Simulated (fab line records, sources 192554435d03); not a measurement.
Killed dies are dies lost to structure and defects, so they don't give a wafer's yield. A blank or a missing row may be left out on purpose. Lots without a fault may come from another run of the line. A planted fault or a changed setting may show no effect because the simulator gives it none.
Chamber matching | flow n5_finfet | N5_ILD0_CMP_03 on cmp-04: 4 sister chambers
The step polishes, stops on SiNx, t overpolish 1.9 s, target thk 197.38 nm. 8 wafers are shown with their chamber, then 12 later ones without.

WAFERS WITH THEIR CHAMBER
wafer  | chamber | motor_current_A (A) | slurry_flow_ml_min
L082.6 | 2       | 14.4                | 150.7
L088.2 | 1       | 14.8                | 150.7
L088.5 | 1       | 14.4                | 149.7
L089.4 | 0       | 10.5                | 149.6
L089.6 | 0       | 11.0                | 149.5
L090.2 | 3       | 13.7                | 149.4
L090.3 | 2       | 13.4                | 150.4
L090.6 | 3       | 14.6                | 150.0

WAFERS WITHOUT THEIR CHAMBER
wafer  | motor_current_A (A) | slurry_flow_ml_min
L092.2 | 13.4                | 150.3
L092.4 | 13.9                | 150.6
L092.5 | 13.9                | 149.7
L093.1 | 14.9                | 149.8
L093.5 | 13.9                | 149.6
L093.6 | 13.9                | 150.3
L095.2 | 14.2                | 149.9
L095.4 | 13.2                | 150.6
L095.5 | 13.4                | 149.8
L097.3 | 13.6                | 150.3
L097.4 | 14.6                | 150.3
L097.6 | 14.2                | 150.6

WHICH CHAMBER EACH WENT THROUGH
wafer  | from the rows above          | in truth
L092.2 | can't be placed: 2 or 3 or 1 | 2
L092.4 | can't be placed: 2 or 1      | 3
L092.5 | can't be placed: 3 or 1 or 2 | 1
L093.1 | can't be placed: 1 or 3 or 2 | 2
L093.5 | can't be placed: 3 or 1 or 2 | 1
L093.6 | can't be placed: 2 or 1 or 3 | 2
L095.2 | can't be placed: 3 or 1 or 2 | 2
L095.4 | can't be placed: 2 or 3 or 1 | 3
L095.5 | can't be placed: 3 or 2 or 1 | 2
L097.3 | can't be placed: 2 or 3 or 1 | 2
L097.4 | can't be placed: 1 or 2 or 3 | 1
L097.6 | can't be placed: 2 or 1 or 3 | 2
Placed correctly: 0 of 12. Can't be placed from these rows: 12 (the true chamber is among the candidates in 11). Placed wrongly: 0.
How it was worked out, from the rows above alone: a wafer's distance from a chamber is the root of the sum, over the readings, of the square of ((its reading less the chamber's mean) divided by the reading's scatter). The wafer belongs to the nearest chamber; if the next one is less than 2 further off, it can't be placed. A chamber's mean is the mean of its shown wafers. The scatter: the root of (the sum of the squares of (reading less its chamber's mean) over the shown wafers, divided by (wafers less chambers)).
